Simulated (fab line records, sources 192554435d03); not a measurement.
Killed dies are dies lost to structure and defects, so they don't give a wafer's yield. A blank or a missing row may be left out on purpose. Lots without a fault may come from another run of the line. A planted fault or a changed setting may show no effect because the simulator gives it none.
Chamber matching | flow n5_finfet | N5_BEOL_M9_DESCUM_16 on rie_diel-01: 4 sister chambers
The step chemistry O2, time 7.9 s. 16 wafers are shown with their chamber, then 8 later ones without.

WAFERS WITH THEIR CHAMBER
wafer  | chamber | showerhead_plenum_p_Torr (Torr) | drypump_motor_current_A (A) | throttle_valve_pct (%)
L076.2 | 2       | 2.12                            | 5.7                         | 20.25
L076.5 | 0       | 2.09                            | 6.5                         | 20.10
L076.6 | 1       | 2.23                            | 5.7                         | 19.96
L075.1 | 3       | 2.07                            | 5.4                         | 20.06
L075.2 | 1       | 2.23                            | 5.8                         | 19.96
L075.5 | 1       | 2.23                            | 5.7                         | 19.96
L077.1 | 0       | 2.09                            | 6.4                         | 20.11
L077.5 | 1       | 2.22                            | 5.8                         | 19.98
L077.6 | 2       | 2.11                            | 5.7                         | 20.27
L080.3 | 1       | 2.22                            | 5.8                         | 20.00
L080.4 | 0       | 2.09                            | 6.4                         | 20.11
L080.5 | 3       | 2.06                            | 5.4                         | 20.07
L083.3 | 1       | 2.22                            | 5.8                         | 19.98
L083.5 | 3       | 2.06                            | 5.4                         | 20.07
L083.6 | 0       | 2.09                            | 6.4                         | 20.14
L093.1 | 2       | 2.11                            | 5.7                         | 20.32

SIGNATURES (means of the wafers above)
reading                  | chamber 0 | chamber 1 | chamber 2 | chamber 3 | scatter within a chamber
showerhead_plenum_p_Torr | 2.0900    | 2.2250    | 2.1133    | 2.0633    | 0.00486
drypump_motor_current_A  | 6.425     | 5.767     | 5.700     | 5.400     | 0.0417
throttle_valve_pct       | 20.1150   | 19.9733   | 20.2800   | 20.0667   | 0.0202
Rule: a wafer's distance from a chamber is the root of the sum, over the readings, of the square of ((its reading less the chamber's mean) divided by the reading's scatter). The wafer belongs to the nearest chamber; if the next one is less than 2 further off, it can't be placed. The scatter: the root of (the sum of the squares of (reading less its chamber's mean) over the shown wafers, divided by (wafers less chambers)).

WAFERS WITHOUT THEIR CHAMBER
wafer  | showerhead_plenum_p_Torr (Torr) | drypump_motor_current_A (A) | throttle_valve_pct (%)
L093.5 | 2.08                            | 6.4                         | 20.15
L093.6 | 2.21                            | 5.7                         | 20.03
L095.2 | 2.08                            | 6.5                         | 20.15
L095.3 | 2.10                            | 5.7                         | 20.31
L095.4 | 2.05                            | 5.4                         | 20.15
L097.1 | 2.21                            | 5.8                         | 20.04
L097.2 | 2.05                            | 5.4                         | 20.15
L097.3 | 2.10                            | 5.7                         | 20.31

WHICH CHAMBER EACH WENT THROUGH
wafer  | from the rows above | in truth
L093.5 | 0                   | 0
L093.6 | 1                   | 1
L095.2 | 0                   | 0
L095.3 | 2                   | 2
L095.4 | 3                   | 3
L097.1 | 1                   | 1
L097.2 | 3                   | 3
L097.3 | 2                   | 2
Placed correctly: 8 of 8. Can't be placed from these rows: 0. Placed wrongly: 0.
